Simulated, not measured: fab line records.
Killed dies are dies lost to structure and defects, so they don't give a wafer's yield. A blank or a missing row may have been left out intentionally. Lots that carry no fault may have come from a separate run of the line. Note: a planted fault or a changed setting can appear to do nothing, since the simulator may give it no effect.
Which tool was responsible? -- flow n5-finfet -- 36 wafers from 12 lots sampled at 3 of the route's 1938 steps

## WHAT THE GAUGES SHOWED, per wafer
N5_BEOL_M9_CD_MEAS_28 targets a cd of 70 nm.
lot,measured,on,cd-nm (nm)
L075,day 12 05:46,cd-sem-03,70.26 69.78 70.13
L078,day 12 17:26,cd-sem-02,69.99 69.99 70.18
L079,day 12 20:44,cd-sem-01,69.77 69.80 70.05
L082,day 13 13:47,cd-sem-02,70.61 69.88 70.38
L083,day 13 19:23,cd-sem-02,69.98 69.87 70.11
L085,day 14 13:28,cd-sem-03,70.23 70.30 69.71
L088,day 14 22:55,cd-sem-02,69.82 69.64 70.03
L089,day 15 20:31,cd-sem-01,70.02 70.28 69.78
L092,day 16 08:10,cd-sem-02,70.05 69.76 69.65
L091,day 16 18:11,cd-sem-03,69.95 69.88 69.86
L095,day 17 20:38,cd-sem-01,70.04 70.02 70.17
L094,day 18 06:00,cd-sem-01,69.80 69.98 70.35

## EACH LOT AND THE TOOL THAT RAN IT (in order: tool; ch and the chambers of the sampled wafers; start)
lot,N5_BEOL_M8_STRIP_36,N5_BEOL_M8_TRENCH_ETCH_37
L075,"rie-diel-04 ch 0,2, day 11 23:08","rie-diel-04 ch 0,2, day 12 05:46 or earlier"
L078,"rie-diel-01 ch 0,1,2, day 12 10:00","rie-diel-01 ch 0,1,2, day 12 17:26 or earlier"
L079,"rie-diel-04 ch 0,1,2, day 12 15:23","rie-diel-04 ch 0,1,2, day 12 20:44 or earlier"
L082,"rie-diel-01 ch 1,2,3, day 13 01:25","rie-diel-01 ch 1,2,3, day 13 13:47 or earlier"
L083,"rie-diel-06 ch 0,3, day 13 14:01","rie-diel-06 ch 0,3, day 13 19:23 or earlier"
L085,"rie-diel-01 ch 2,3, day 14 07:29","rie-diel-01 ch 2,3, day 14 13:28 or earlier"
L088,"rie-diel-04 ch 0,1,3, day 14 10:49","rie-diel-04 ch 0,1,3, day 14 22:55 or earlier"
L089,"rie-diel-04 ch 1,2, day 15 13:47","rie-diel-04 ch 1,2, day 15 20:31 or earlier"
L092,"rie-diel-01 ch 0,1,3, day 16 00:37","rie-diel-01 ch 0,1,3, day 16 08:10 or earlier"
L091,"rie-diel-06 ch 1,3, day 16 08:22","rie-diel-06 ch 1,3, day 16 18:11 or earlier"
L095,"rie-diel-04 ch 1,2,3, day 17 11:37","rie-diel-04 ch 1,2,3, day 17 20:38 or earlier"
L094,"rie-diel-06 ch 1,2, day 17 21:27","rie-diel-06 ch 1,2, day 18 06:00 or earlier"
- N5_BEOL_M8_STRIP_36: strips in N2/H2.
- N5_BEOL_M8_TRENCH_ETCH_37: etches SiCOH lowk in C4F6/O2, target depth 93.478 nm, time 31.2 s.

## THE ANSWER, worked out from the rows above alone
Rule: what is usual is taken from the lots themselves. Put in order of their means at a reading, lots are off if they are a third of the lots or fewer, leave a main group of 4 or more, and stand apart from it by a gap of 3 or more times the standard deviation of the main group's means; of several such gaps the widest counts. Not used: any main group whose means are identical at the precision the tables above print for the reading. Also off: a lot with no number at a reading for which 4 or more lots have one. All remaining lots with rows at the step are treated as sound.
Across all readings shown, no lot is off: no conclusion can be drawn from this.

## WHAT WAS PUT IN BY THE SIMULATOR
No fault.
